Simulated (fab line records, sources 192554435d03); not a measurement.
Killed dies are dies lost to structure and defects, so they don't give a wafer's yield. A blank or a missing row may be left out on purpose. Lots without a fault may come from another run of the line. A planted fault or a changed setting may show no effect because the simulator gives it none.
fab line records | flow n5_finfet
record lots=7 wafers=39
route steps=1938 shown WELL_APT@26 SD_EPI_P@321 MOL_CONTACT_COAG@559 BEOL_M0_SAQP@658 BEOL_M1@811 BEOL_M3@993 BEOL_M4@1082
start_h: hours from the record's first day to the start of the lot's first wafer shown | wait_h: hours since the lot's step before | " the same as in the row above | L1.1+2: a row that stands for several wafers | - no value, or no start given | * or withheld: withheld | < > ~ a bound
route shown NAME@n: a module of which the file shows steps, and the number in the route of the first | usual: mean/standard deviation of fault-free wafers | same: alike in all rows | chamber/n: place in a boat | sites: the reading at each site | _std_site: their standard deviation | _edge_site: outer sites' mean less inner sites' | radius_mm: how far each site lies from the wafer's centre | mask NAME#n: copy n | behind: the tool/chamber that last shaped the wafer | hold: why the lot was held/for how many hours/how that ended | device: the transistor (n, p or np) that didn't switch | end of line: the same wafers' tests at the end of the route | a step without rows: its recipe alone | killed: dies lost to structure and defects at the first sort, not the wafer's yield | map: a wafer's dies, x killed, . not, _ none there
set.NAME: the setting as run; set.NAME@STEP: as run at that earlier step | model.NAME: the simulator's own value behind a step, which no gauge read
lots whose settings were changed on purpose; a table a step, a row a wafer
## steps
# step N5_WELL_APT_DEVELOP_07
# recipe develop_time_s=45 rinse_liquid=surfactant_rinse dry=air_spin dev_temp_c=21
# step N5_SD_EPI_P_EPI_21
# recipe material=SiGe:B dopant=B temp_c=550 pressure_torr=20 ambient=H2 time_s=355
# step N5_MOL_CONTACT_COAG_ALD_27
# recipe material=SiOC target_thk_a=170 temp_c=400 ald_precursor_family=carbosiloxane ald_co_reactant=H2-plasma pulse_time_s=1.5 time_s=2720 purge_time_s=2 co_reactant_purge_time_s=2 ald_cycles=340 pressure_torr=2
# step N5_BEOL_M0_SAQP_MANDREL_ETCH_20
# recipe target_depth_a=600 chemistry=HBr/Cl2 target=a-Si stop_on=SiNx bt_time_s=10 mask_material=SOC over_etch_frac=0.5 time_s=30 pressure_mtorr=10 icp_w=800 bias_w=75 HBr_flow_sccm=150 Cl2_flow_sccm=80 ends=end_point
# step N5_BEOL_M1_ALD_84
# recipe material=TaN target_thk_a=* temp_c=275 ald_precursor_family=PDMAT ald_co_reactant=NH3 pressure_torr=3 carrier_flow_sccm=1500 pulse_time_s=2 purge_time_s=3 co_reactant_purge_time_s=2 co_reactant_pulse_time_s=3 ald_cycles=30 precursor_vessel_temp_c=75 precursor_vessel_pressure_torr=26.25 precursor_vessel_carrier_sccm=1000
# step N5_BEOL_M3_CVD_47
# recipe material=Co target_thk_a=30 temp_c=withheld precursor=CCTBA/H2 pressure_torr=30 time_s=223.8
# step N5_BEOL_M4_SURFACE_TREAT_85
# recipe gas=Ar time_s=* ion_energy_ev=* ion_current_ma_cm2=0.5 pressure_mtorr=* ar_flow_sccm=30
# step N5_BEOL_M4_RC_MEAS_101
# usual RS_SD_P=65.6/0.88
# columns lot.wafer tool chamber start_h wait_h set.develop_time_s@WELL_APT_DEVELOP_07 set.epi_growth_time_s@SD_EPI_P_EPI_21 set.ald_cycles@MOL_CONTACT_COAG_ALD_27 set.target_depth_a@BEOL_M0_SAQP_MANDREL_ETCH_20 set.ald_cycles@BEOL_M1_ALD_84 set.target_thk_a@BEOL_M3_CVD_47 set.time_s@BEOL_M4_SURFACE_TREAT_85 RS_SD_P[ohm/sq]
L075.1 prober-02 0 227.63 0.0 45 355 340 480.2 30 30 * 64.8
L075.2 " 0 " " 45 355 340 600 23 43.4 * 65.9
L075.3 " 0 " " 45 300.3 340 600 23 30 * 73.4
L075.4 " 0 " " 45 300.3 340 600 30 43.4 * 73.8
L075.5 " 0 " " 45 355 340 480.2 30 43.4 * 65.0
L075.6 " 0 " " 45 300.3 340 480.2 23 30 * 72.7
L077.1 prober-02 0 235.17 0.0 45 355 541 397.9 30 37.46 * 65.2
L077.2 " 0 " " 70.97 355 340 397.9 42 30 * 65.7
L077.3 " 0 " " 70.97 492.2 541 600 30 30 * 52.2
L077.4 " 0 " " 70.97 355 541 600 42 30 * 65.1
L077.5 " 0 " " 45 492.2 340 397.9 42 37.46 * 51.8
L077.6 " 0 " " 45 492.2 340 600 30 37.46 * 51.7
L089.1 prober-02 0 312.30 0.0 45 355 393 600 30 30 * 66.0
L089.2 " 0 " " 31.1 355 340 772.6 13 16.02 * 67.4
L089.3 " 0 " " 31.1 149.7 393 600 13 30 * 145.1
L089.4 " 0 " " 45 149.7 393 772.6 30 16.02 * 146.1
L089.5 " 0 " " 45 149.7 340 600 30 16.02 * 146.8
L089.6 " 0 " " 31.1 355 340 772.6 13 30 * 65.8
L090.1 prober-02 0 320.28 0.0 45 213.7 340 600 30 15.09 * 100.6
L090.2 " 0 " " 45 355 503 600 30 15.09 * 64.7
L090.3 " 0 " " 45 355 340 600 30 30 * 64.5
L090.4 " 0 " " 45 355 503 600 30 15.09 * 64.9
L090.5 " 0 " " 45 213.7 340 600 30 30 * 99.0
L090.6 " 0 " " 45 213.7 503 600 30 30 * 100.4
L096.1 prober-02 0 357.87 0.0 55.78 560.5 340 600 30 30 * 47.0
L096.2 " 0 " " 45 355 340 600 38 19.27 * 65.1
L096.3 " 0 " " 45 355 340 600 30 19.27 * 65.2
L096.4 " 0 " " 55.78 560.5 340 600 30 19.27 * 48.3
L096.5 " 0 " " 45 560.5 340 600 38 30 * 47.5
L096.6 " 0 " " 55.78 355 340 600 38 30 * 63.9
L095.1 prober-02 0 361.53 0.0 52.48 355 340 276.7 42 30 * -
L095.2 " 0 " " 52.48 355 340 276.7 30 30 * -
L095.3 " 0 " " 45 355 340 600 42 30 * 64.3
L095.4 " 0 " " 52.48 355 340 600 30 30 * 65.0
L095.5 " 0 " " 45 355 340 276.7 30 30 * -
L095.6 " 0 " " 45 355 340 600 42 30 * 64.7
L097.3 prober-02 0 367.71 0.3 45 355 340 600 30 30 * 66.7
L097.4 " 0 " " 45 355 340 600 30 30 * 65.7
L097.5 " 0 " " 45 355 340 600 30 30 * 65.1
## key
split step=N5_WELL_APT_DEVELOP_07 setting=develop_time_s stated_as=45
response none clear
split step=N5_SD_EPI_P_EPI_21 setting=epi_growth_time_s stated_as=355
response step=N5_BEOL_M4_RC_MEAS_101 reading=RS_SD_P slope=-0.751 per=1% together_with=all explained=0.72
split step=N5_MOL_CONTACT_COAG_ALD_27 setting=ald_cycles stated_as=340
response none clear
split step=N5_BEOL_M0_SAQP_MANDREL_ETCH_20 setting=target_depth_a stated_as=600
response none clear
split step=N5_BEOL_M1_ALD_84 setting=ald_cycles stated_as=30
response none clear
split step=N5_BEOL_M3_CVD_47 setting=target_thk_a stated_as=30
response none clear
split step=N5_BEOL_M4_SURFACE_TREAT_85 setting=time_s stated_as=*
response none clear
